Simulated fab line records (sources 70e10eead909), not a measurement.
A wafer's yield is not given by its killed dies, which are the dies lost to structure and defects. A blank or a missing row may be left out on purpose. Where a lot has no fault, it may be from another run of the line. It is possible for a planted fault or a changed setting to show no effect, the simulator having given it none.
Which of the tools did it? + flow nand_harc + 6 lots, 18 wafers sampled, at 3 steps of a route of 1159

== WHAT EACH GAUGE READ, for each wafer ==
NHARC_P_CONTACT_INSPECT_14.
| lot  | measured     | on                | raw_defect_count |
|------|--------------|-------------------|------------------|
| L594 | day 5 23:22  | defect_inspect-02 | 4 5 6            |
| L598 | day 6 13:01  | defect_inspect-01 | 4 6 1            |
| L599 | day 7 01:13  | defect_inspect-01 | 4 5 4            |
| L601 | day 7 11:48  | defect_inspect-01 | 4 6 3            |
| L604 | day 9 00:35  | defect_inspect-01 | 6 6 6            |
| L614 | day 11 03:46 | defect_inspect-02 | 4 936 940        |

== WHICH TOOL RAN EACH LOT (tool, then ch and the chambers of the sampled wafers, then the start) ==
| lot  | NHARC_P_GATE_STRIP_113               | NHARC_P_CONTACT_CMP_01       |
|------|--------------------------------------|------------------------------|
| L594 | plasma_asher-02 ch 0,1, day 5 18:11  | cmp-01 ch 0,1,3, day 5 22:34 |
| L598 | plasma_asher-01 ch 0,1, day 6 08:50  | cmp-01 ch 1,3, day 6 12:11   |
| L599 | plasma_asher-02 ch 0,1, day 6 20:36  | cmp-01 ch 2,3, day 7 00:18   |
| L601 | plasma_asher-02 ch 0,1, day 7 07:17  | cmp-01 ch 0,2, day 7 10:52   |
| L604 | plasma_asher-01 ch 0,1, day 8 20:25  | cmp-04 ch 0,1,3, day 8 23:44 |
| L614 | plasma_asher-01 ch 0,1, day 10 23:35 | cmp-04 ch 0,1, day 11 02:47  |
- NHARC_P_GATE_STRIP_113: strips in N2/H2, time 740 s.
- NHARC_P_CONTACT_CMP_01: polishes SiO2, target thk 200 nm.

== THE ANSWER, worked out from the rows above alone ==
Rule: what is usual is taken from the lots themselves. Put in order of their means at a reading, lots are off if they are a third of the lots or fewer, leave a main group of 4 or more, and stand apart from it by a gap of 3 or more times the standard deviation of the main group's means; of several such gaps the widest counts. A main group whose means are all the same, to the digits that the tables above print for the reading, isn't used. Also off: a lot with no number at a reading for which 4 or more lots have one. All remaining lots with rows at the step are treated as sound.
Off, at NHARC_P_CONTACT_INSPECT_14 on raw_defect_count: L614. Mean 4.7 and standard deviation 0.79 in the main group.
If a tool, at a process step before that reading, ran all the lots that are off and no sound lot after the first of them, it fits. Gauges at NHARC_P_CONTACT_INSPECT_14: tried the same way as those tools. Can't be told from this: 3 tools fit, plasma_asher-01 at NHARC_P_GATE_STRIP_113, cmp-04 at NHARC_P_CONTACT_CMP_01, defect_inspect-02 at NHARC_P_CONTACT_INSPECT_14.

== WHAT THE SIMULATOR PUT IN ==
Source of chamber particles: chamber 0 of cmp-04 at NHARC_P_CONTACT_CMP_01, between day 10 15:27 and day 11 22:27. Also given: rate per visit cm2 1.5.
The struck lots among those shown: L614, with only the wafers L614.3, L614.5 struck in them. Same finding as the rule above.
